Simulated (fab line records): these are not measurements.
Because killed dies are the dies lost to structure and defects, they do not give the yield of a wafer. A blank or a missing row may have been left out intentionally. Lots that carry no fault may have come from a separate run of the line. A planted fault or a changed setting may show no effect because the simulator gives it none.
Which tool was responsible? :: flow n5_finfet :: 30 wafers from 10 lots sampled at 5 of the route's 1938 steps

## WHAT THE GAUGES SHOWED, per wafer
N5_BEOL_M4_RC_MEAS_101.
lot: L335
measured: day 8 05:15
on: prober-01
DIBL_N (mV/V): 40.3 39.0 38.0
DIBL_P (mV/V): 40.8 38.0 38.5
IOFF_N (nA/um): 0.21 0.17 0.17
IOFF_P (nA/um): 0.26 0.21 0.23
ION_N (uA/um): 705 685 665
ION_P (uA/um): 477 461 456
SS_N (mV/dec): 72.5 72.2 71.6
SS_P (mV/dec): 74.6 73.5 73.4
VT_N (mV): 248 250 250
VT_P (mV): -248 -254 -252

lot: L339
measured: day 9 09:02
on: prober-01
DIBL_N (mV/V): 36.1 37.2 36.5
DIBL_P (mV/V): 36.6 36.7 36.5
IOFF_N (nA/um): 0.17 0.17 0.17
IOFF_P (nA/um): 0.26 0.24 0.24
ION_N (uA/um): 687 664 688
ION_P (uA/um): 481 454 474
SS_N (mV/dec): 71.3 72.0 71.9
SS_P (mV/dec): 73.1 73.6 73.3
VT_N (mV): 246 249 249
VT_P (mV): -246 -246 -248

lot: L341
measured: day 9 17:10
on: prober-01
DIBL_N (mV/V): 39.1 35.8 39.2
DIBL_P (mV/V): 37.9 35.5 39.8
IOFF_N (nA/um): 0.23 0.16 0.24
IOFF_P (nA/um): 0.31 0.25 0.35
ION_N (uA/um): 676 682 699
ION_P (uA/um): 473 475 477
SS_N (mV/dec): 73.1 71.4 71.8
SS_P (mV/dec): 73.8 73.0 74.4
VT_N (mV): 245 250 244
VT_P (mV): -244 -248 -241

lot: L343
measured: day 10 08:22
on: prober-01
DIBL_N (mV/V): 41.1 33.5 36.9
DIBL_P (mV/V): 42.0 33.5 37.0
IOFF_N (nA/um): 0.25 0.11 0.16
IOFF_P (nA/um): 0.24 0.13 0.17
ION_N (uA/um): 699 681 680
ION_P (uA/um): 458 466 450
SS_N (mV/dec): 73.2 70.7 72.0
SS_P (mV/dec): 74.5 72.6 73.5
VT_N (mV): 246 253 250
VT_P (mV): -251 -259 -256

lot: L344
measured: day 10 11:44
on: prober-01
DIBL_N (mV/V): 37.4 36.5 38.0
DIBL_P (mV/V): 38.8 35.5 38.7
IOFF_N (nA/um): 0.19 0.15 0.19
IOFF_P (nA/um): 0.24 0.18 0.24
ION_N (uA/um): 682 667 697
ION_P (uA/um): 463 448 475
SS_N (mV/dec): 72.1 71.5 72.1
SS_P (mV/dec): 73.5 71.9 73.1
VT_N (mV): 248 251 245
VT_P (mV): -250 -253 -249

lot: L345
measured: day 10 19:13
on: prober-02
DIBL_N (mV/V): 34.1 34.8 35.5
DIBL_P (mV/V): 33.5 34.8 36.5
IOFF_N (nA/um): 0.12 0.13 0.16
IOFF_P (nA/um): 0.18 0.19 0.23
ION_N (uA/um): 677 684 711
ION_P (uA/um): 468 477 484
SS_N (mV/dec): 69.9 71.2 70.5
SS_P (mV/dec): 72.7 73.0 73.3
VT_N (mV): 252 252 246
VT_P (mV): -252 -249 -246

lot: L350
measured: day 11 20:03
on: prober-02
DIBL_N (mV/V): 34.8 32.5 34.2
DIBL_P (mV/V): 37.0 34.5 36.5
IOFF_N (nA/um): 0.14 0.11 0.13
IOFF_P (nA/um): 0.21 0.17 0.19
ION_N (uA/um): 662 665 658
ION_P (uA/um): 461 463 460
SS_N (mV/dec): 71.4 70.2 70.7
SS_P (mV/dec): 73.7 72.6 73.0
VT_N (mV): 254 258 255
VT_P (mV): -249 -253 -252

lot: L352
measured: day 12 14:08
on: prober-01
DIBL_N (mV/V): 40.3 40.3 35.6
DIBL_P (mV/V): 42.7 41.8 37.4
IOFF_N (nA/um): 0.30 0.27 0.19
IOFF_P (nA/um): 0.37 0.34 0.24
ION_N (uA/um): 702 679 703
ION_P (uA/um): 484 466 483
SS_N (mV/dec): 73.1 73.4 71.7
SS_P (mV/dec): 74.9 76.0 72.8
VT_N (mV): 240 245 245
VT_P (mV): -243 -246 -247

lot: L356
measured: day 13 12:54
on: prober-02
DIBL_N (mV/V): 36.6 37.9 37.5
DIBL_P (mV/V): 38.0 38.7 39.5
IOFF_N (nA/um): 0.18 0.18 0.22
IOFF_P (nA/um): 0.20 0.21 0.24
ION_N (uA/um): 698 673 697
ION_P (uA/um): 473 456 466
SS_N (mV/dec): 71.7 71.9 72.2
SS_P (mV/dec): 73.0 73.6 73.6
VT_N (mV): 247 249 243
VT_P (mV): -252 -252 -249

lot: L355
measured: day 13 16:04
on: prober-02
DIBL_N (mV/V): 37.8 34.3 33.2
DIBL_P (mV/V): 37.7 34.0 33.0
IOFF_N (nA/um): 0.18 0.11 0.10
IOFF_P (nA/um): 0.20 0.15 0.14
ION_N (uA/um): 684 670 668
ION_P (uA/um): 457 468 462
SS_N (mV/dec): 71.9 71.0 70.1
SS_P (mV/dec): 74.1 72.7 72.2
VT_N (mV): 248 254 257
VT_P (mV): -254 -258 -260

## TOOL THAT RAN EACH LOT (tool first, then ch and the chambers of the sampled wafers, then the start)
lot: L335
N5_BEOL_M3_ANNEAL_49: pvd_sputter-03, day 7 17:50
N5_BEOL_M3_SPUTTER_86: pvd_sputter-03, day 7 18:25
N5_BEOL_M3_SPUTTER_94: pvd_sputter-03, day 7 19:17
N5_BEOL_M3_ANNEAL_51: rtp_anneal-01 ch 0, day 7 19:43

lot: L339
N5_BEOL_M3_ANNEAL_49: pvd_sputter-03, day 8 17:58
N5_BEOL_M3_SPUTTER_86: pvd_sputter-03, day 8 18:32
N5_BEOL_M3_SPUTTER_94: pvd_sputter-03, day 8 19:25
N5_BEOL_M3_ANNEAL_51: rtp_anneal-01 ch 0, day 8 19:53

lot: L341
N5_BEOL_M3_ANNEAL_49: pvd_sputter-01, day 8 21:58
N5_BEOL_M3_SPUTTER_86: pvd_sputter-01, day 8 22:32
N5_BEOL_M3_SPUTTER_94: pvd_sputter-01, day 8 23:25
N5_BEOL_M3_ANNEAL_51: rtp_anneal-02 ch 0, day 8 23:50

lot: L343
N5_BEOL_M3_ANNEAL_49: pvd_sputter-02, day 9 13:46
N5_BEOL_M3_SPUTTER_86: pvd_sputter-02, day 9 14:21
N5_BEOL_M3_SPUTTER_94: pvd_sputter-02, day 9 15:14
N5_BEOL_M3_ANNEAL_51: rtp_anneal-02 ch 0, day 9 15:52

lot: L344
N5_BEOL_M3_ANNEAL_49: pvd_sputter-03, day 10 00:43
N5_BEOL_M3_SPUTTER_86: pvd_sputter-03, day 10 01:18
N5_BEOL_M3_SPUTTER_94: pvd_sputter-03, day 10 02:11
N5_BEOL_M3_ANNEAL_51: rtp_anneal-02 ch 0, day 10 02:35

lot: L345
N5_BEOL_M3_ANNEAL_49: pvd_sputter-03, day 10 08:02
N5_BEOL_M3_SPUTTER_86: pvd_sputter-03, day 10 08:37
N5_BEOL_M3_SPUTTER_94: pvd_sputter-03, day 10 09:30
N5_BEOL_M3_ANNEAL_51: rtp_anneal-02 ch 0, day 10 09:55

lot: L350
N5_BEOL_M3_ANNEAL_49: pvd_sputter-02, day 11 05:25
N5_BEOL_M3_SPUTTER_86: pvd_sputter-02, day 11 06:00
N5_BEOL_M3_SPUTTER_94: pvd_sputter-02, day 11 06:53
N5_BEOL_M3_ANNEAL_51: rtp_anneal-01 ch 0, day 11 07:20

lot: L352
N5_BEOL_M3_ANNEAL_49: pvd_sputter-03, day 11 17:54
N5_BEOL_M3_SPUTTER_86: pvd_sputter-03, day 11 18:29
N5_BEOL_M3_SPUTTER_94: pvd_sputter-03, day 11 19:22
N5_BEOL_M3_ANNEAL_51: rtp_anneal-02 ch 0, day 11 19:47

lot: L356
N5_BEOL_M3_ANNEAL_49: pvd_sputter-02, day 12 22:17
N5_BEOL_M3_SPUTTER_86: pvd_sputter-02, day 12 22:52
N5_BEOL_M3_SPUTTER_94: pvd_sputter-02, day 12 23:44
N5_BEOL_M3_ANNEAL_51: rtp_anneal-01 ch 0, day 13 00:18

lot: L355
N5_BEOL_M3_ANNEAL_49: pvd_sputter-02, day 13 02:43
N5_BEOL_M3_SPUTTER_86: pvd_sputter-02, day 13 03:18
N5_BEOL_M3_SPUTTER_94: pvd_sputter-02, day 13 04:16
N5_BEOL_M3_ANNEAL_51: rtp_anneal-02 ch 0, day 13 04:45
- N5_BEOL_M3_ANNEAL_49: time 240 s.
- N5_BEOL_M3_SPUTTER_86: material Cu, target thk 4.5 nm, time 8.29 s.
- N5_BEOL_M3_SPUTTER_94: material Cu, target thk 4.5 nm, time 8.29 s.
- N5_BEOL_M3_ANNEAL_51: time 90 s.

## AS READ BY THE TOOLS THEMSELVES (means over the sampled wafers that have a number; for cases with no such wafer, the mark the record gives instead)
N5_BEOL_M3_ANNEAL_49.
lot: L335
tool: pvd_sputter-03
heater_power_w (W): 786

lot: L339
tool: pvd_sputter-03
heater_power_w (W): 883

lot: L341
tool: pvd_sputter-01
heater_power_w (W): 742

lot: L343
tool: pvd_sputter-02
heater_power_w (W): 776

lot: L344
tool: pvd_sputter-03
heater_power_w (W): 778

lot: L345
tool: pvd_sputter-03
heater_power_w (W): 854

lot: L350
tool: pvd_sputter-02
heater_power_w (W): 829

lot: L352
tool: pvd_sputter-03
heater_power_w (W): 785

lot: L356
tool: pvd_sputter-02
heater_power_w (W): 709

lot: L355
tool: pvd_sputter-02
heater_power_w (W): 807

N5_BEOL_M3_SPUTTER_86.
lot: L335
tool: pvd_sputter-03
chamber_pressure_pa (Pa): 0.07002
chuck_gas_flow_sccm (sccm): 1.27
throttle_valve_pct (%): 30.0

lot: L339
tool: pvd_sputter-03
chamber_pressure_pa (Pa): 0.06999
chuck_gas_flow_sccm (sccm): 1.29
throttle_valve_pct (%): 29.3

lot: L341
tool: pvd_sputter-01
chamber_pressure_pa (Pa): 0.06995
chuck_gas_flow_sccm (sccm): 1.28
throttle_valve_pct (%): 30.4

lot: L343
tool: pvd_sputter-02
chamber_pressure_pa (Pa): 0.06992
chuck_gas_flow_sccm (sccm): 1.29
throttle_valve_pct (%): 28.9

lot: L344
tool: pvd_sputter-03
chamber_pressure_pa (Pa): 0.07010
chuck_gas_flow_sccm (sccm): 1.26
throttle_valve_pct (%): 30.0

lot: L345
tool: pvd_sputter-03
chamber_pressure_pa (Pa): 0.06989
chuck_gas_flow_sccm (sccm): 1.34
throttle_valve_pct (%): 29.3

lot: L350
tool: pvd_sputter-02
chamber_pressure_pa (Pa): 0.07000
chuck_gas_flow_sccm (sccm): 1.25
throttle_valve_pct (%): 29.8

lot: L352
tool: pvd_sputter-03
chamber_pressure_pa (Pa): 0.07010
chuck_gas_flow_sccm (sccm): 1.28
throttle_valve_pct (%): 30.3

lot: L356
tool: pvd_sputter-02
chamber_pressure_pa (Pa): 0.06995
chuck_gas_flow_sccm (sccm): 1.32
throttle_valve_pct (%): 30.0

lot: L355
tool: pvd_sputter-02
chamber_pressure_pa (Pa): 0.06996
chuck_gas_flow_sccm (sccm): 1.29
throttle_valve_pct (%): 29.4

N5_BEOL_M3_SPUTTER_94.
lot: L335
tool: pvd_sputter-03
chamber_pressure_pa (Pa): 0.06998
chuck_gas_flow_sccm (sccm): 1.29
throttle_valve_pct (%): 30.1

lot: L339
tool: pvd_sputter-03
chamber_pressure_pa (Pa): 0.07006
chuck_gas_flow_sccm (sccm): 1.25
throttle_valve_pct (%): 29.2

lot: L341
tool: pvd_sputter-01
chamber_pressure_pa (Pa): 0.06994
chuck_gas_flow_sccm (sccm): 1.20
throttle_valve_pct (%): 30.5

lot: L343
tool: pvd_sputter-02
chamber_pressure_pa (Pa): -
chuck_gas_flow_sccm (sccm): -
throttle_valve_pct (%): -

lot: L344
tool: pvd_sputter-03
chamber_pressure_pa (Pa): -
chuck_gas_flow_sccm (sccm): -
throttle_valve_pct (%): -

lot: L345
tool: pvd_sputter-03
chamber_pressure_pa (Pa): -
chuck_gas_flow_sccm (sccm): -
throttle_valve_pct (%): -

lot: L350
tool: pvd_sputter-02
chamber_pressure_pa (Pa): 0.06982
chuck_gas_flow_sccm (sccm): 1.27
throttle_valve_pct (%): 29.8

lot: L352
tool: pvd_sputter-03
chamber_pressure_pa (Pa): 0.07006
chuck_gas_flow_sccm (sccm): 1.27
throttle_valve_pct (%): 30.3

lot: L356
tool: pvd_sputter-02
chamber_pressure_pa (Pa): 0.06994
chuck_gas_flow_sccm (sccm): 1.27
throttle_valve_pct (%): 29.9

lot: L355
tool: pvd_sputter-02
chamber_pressure_pa (Pa): 0.06998
chuck_gas_flow_sccm (sccm): 1.24
throttle_valve_pct (%): 29.3

N5_BEOL_M3_ANNEAL_51.
lot: L335
tool: rtp_anneal-01
wafer_temp_C_max: 226.04

lot: L339
tool: rtp_anneal-01
wafer_temp_C_max: 226.07

lot: L341
tool: rtp_anneal-02
wafer_temp_C_max: 225.99

lot: L343
tool: rtp_anneal-02
wafer_temp_C_max: 226.24

lot: L344
tool: rtp_anneal-02
wafer_temp_C_max: 225.90

lot: L345
tool: rtp_anneal-02
wafer_temp_C_max: 226.35

lot: L350
tool: rtp_anneal-01
wafer_temp_C_max: 226.19

lot: L352
tool: rtp_anneal-02
wafer_temp_C_max: 226.30

lot: L356
tool: rtp_anneal-01
wafer_temp_C_max: 225.94

lot: L355
tool: rtp_anneal-02
wafer_temp_C_max: 226.03

## THE ANSWER, worked out from the rows above alone
Rule: usual is defined by the lots themselves. The widest of any qualifying gaps counts: lots, ordered by their means at a reading, are off when they make up no more than a third of the lots, leave a main group of 4 or more, and stand apart from it by 3 or more times the standard deviation of that group's means. If all means in a main group match to the digits the tables above print for the reading, that group is not used. Also off: a lot with no number at a reading for which 4 or more lots have one. The other lots that the step has rows for count as sound. The gauges are gone through in route order, then the tools' own readings, and for those a lot's mean is taken as printed above. At the first step where some lot is off, the reading lying furthest off is the one used; lots without a number count as furthest.
Off: L343, L344, L345, at N5_BEOL_M3_SPUTTER_94 (chamber_pressure_pa). Without a number there: L343, L344, L345. For the main group the mean is 0.06997 Pa and the standard deviation 7.6e-05.
A tool fits if, at that step or a process step before it, it ran every lot that is off, and no sound lot after the first of them. No candidate that was tried fits.

## WHAT THE SIMULATOR HAD INSERTED
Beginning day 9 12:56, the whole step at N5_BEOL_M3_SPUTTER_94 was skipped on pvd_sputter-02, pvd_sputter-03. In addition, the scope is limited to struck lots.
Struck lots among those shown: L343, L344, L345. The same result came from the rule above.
